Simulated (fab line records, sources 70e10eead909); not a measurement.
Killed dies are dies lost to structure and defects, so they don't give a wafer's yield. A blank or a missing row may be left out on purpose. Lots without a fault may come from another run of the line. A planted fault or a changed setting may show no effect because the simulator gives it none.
A struck lot beside a sound one | flow nand_harc | 20 steps out of a route of 1302
Sound: wafers L696.1, L696.2, L696.4. Struck: wafers L707.4, L707.5. (L707.1 of the same lot was not struck and is left out.) The cause comes at the end.
At each step with rows: each side's tool, then ch and its chambers, then its first start. Under that, the readings that differ: sound wafers | struck wafers | difference of the means | sigmas: that difference in standard deviations of wafers without a fault.
alike: readings whose means differ by less than 2 such deviations, and words and numbers that are the same on both sides. not compared: withheld readings, readings that some wafer has no value for, bounds like >300 that may hide the same value, and numbers for which the record gives no deviation and whose values overlap.
The two part at a step that has a row with sigmas, a row that says differs or no value, or rows on one side only. Numbers that don't overlap but have no deviation are shown without sigmas and don't part them. A reading that every wafer of one side lacks parts them only if that side has two wafers or more.

first, 1 step without rows for these wafers: NHARC_A_CONTACT_SRD_22.
NHARC_A_CONTACT_INSPECT_23:
  sound on defect_inspect-02, day 21 22:24; struck on defect_inspect-01, day 26 18:37
  alike: raw_defect_count
then, 9 steps without rows for these wafers: NHARC_A_BLC_DEHYDRATE_00 (time 120 s); NHARC_A_BLC_HMDS_01 (time 30 s); NHARC_A_BLC_COAT_02 (time 75 s); NHARC_A_BLC_COAT_03 (time 65 s); NHARC_A_BLC_COAT_04 (resist thk 90 nm); NHARC_A_BLC_SOFTBAKE_05 (time 55 s); NHARC_A_BLC_EBR_06; NHARC_A_BLC_EXPOSE_07 (exposes mask A BLC, target cd 100 nm); NHARC_A_BLC_PEB_08 (peb time 65 s).
NHARC_A_BLC_DEVELOP_09: develop time 35 s.
  sound on litho_track-06 ch 0, day 21 22:00; struck on litho_track-01 ch 0, day 26 18:00
  alike: resist_line_temp_C
NHARC_A_BLC_CD_MEAS_10: target cd 100 nm.
  sound on cd_sem-03 ch 0, day 21 22:47; struck on cd_sem-02 ch 0, day 26 19:00
  reading    | sound            | struck    | difference | sigmas
  cd_nm (nm) | 100.4 100.6 99.0 | 96.0 96.3 | -3.8       | -6
NHARC_A_BLC_OVL_MEAS_11:
  sound on overlay-01, day 21 22:52; struck on overlay-02, day 26 19:05
  alike: overlay_x_nm, overlay_y_nm
NHARC_A_BLC_INSPECT_12:
  sound on defect_inspect-02, day 21 22:54; struck on defect_inspect-02, day 26 19:08
  alike: raw_defect_count
NHARC_A_BLC_DESCUM_15: chemistry O2, time 3 s.
  sound on rie_diel-12 ch 0,1,3, day 21 22:58; struck on rie_diel-12 ch 2,3, day 26 19:12
  reading                | sound                | struck        | difference | sigmas
  throttle_valve_pct (%) | 11.309 11.304 11.301 | 11.321 11.331 | +0.021     | +3
  model.A_BLC.cd_nm (nm) | 100.6 101.5 99.3     | 95.46 95.5    | -4.99      |
  alike: drypump_motor_current_A, oes_product_au, rf_vpp_V, showerhead_plenum_p_Torr
  not compared: rf_hours_counter_h
NHARC_A_BLC_ETCH_16: etches the open film in CF4, target depth 39 nm, time 65 s.
  sound on rie_diel-12 ch 0,1,2, day 21 23:03; struck on rie_diel-12 ch 0,3, day 26 19:17
  alike: drypump_motor_current_A, oes_product_au, rf_vpp_V, showerhead_plenum_p_Torr, throttle_valve_pct
  not compared: rf_hours_counter_h
NHARC_A_BLC_ETCH_17: etches the open film in N2/H2, target depth 390 nm, time 609.38 s.
  sound on rie_diel-12 ch 0,2,3; struck on rie_diel-12 ch 1,3
  alike: drypump_motor_current_A, oes_product_au, rf_vpp_V, showerhead_plenum_p_Torr, throttle_valve_pct
  not compared: rf_hours_counter_h
NHARC_A_BLC_ETCH_18: etches the open film in C4F8/O2/Ar, target depth 910 nm.
  sound on rie_diel-12 ch 0,1,3; struck on rie_diel-12 ch 0,1
  reading                | sound             | struck      | difference | sigmas
  oes_product_au (a.u.)  | 0.914 0.915 0.917 | 0.962 0.969 | +0.050     | +2
  model.A_BLC.cd_nm (nm) | 104.2 98.5 100.1  | 94.34 95.02 | -6.25      |
  alike: rf_vpp_V
  not compared: rf_hours_counter_h
NHARC_A_BLC_CD_MEAS_19:
  sound on cd_sem-02, day 22 00:17; struck on cd_sem-03, day 26 20:10
  reading    | sound           | struck    | difference | sigmas
  cd_nm (nm) | 104.3 98.3 99.8 | 94.3 95.2 | -6.0       | -3

WHERE THEY PART
First at NHARC_A_BLC_CD_MEAS_10; last, within this record, at NHARC_A_BLC_CD_MEAS_19.

WHY: what the simulator had put in
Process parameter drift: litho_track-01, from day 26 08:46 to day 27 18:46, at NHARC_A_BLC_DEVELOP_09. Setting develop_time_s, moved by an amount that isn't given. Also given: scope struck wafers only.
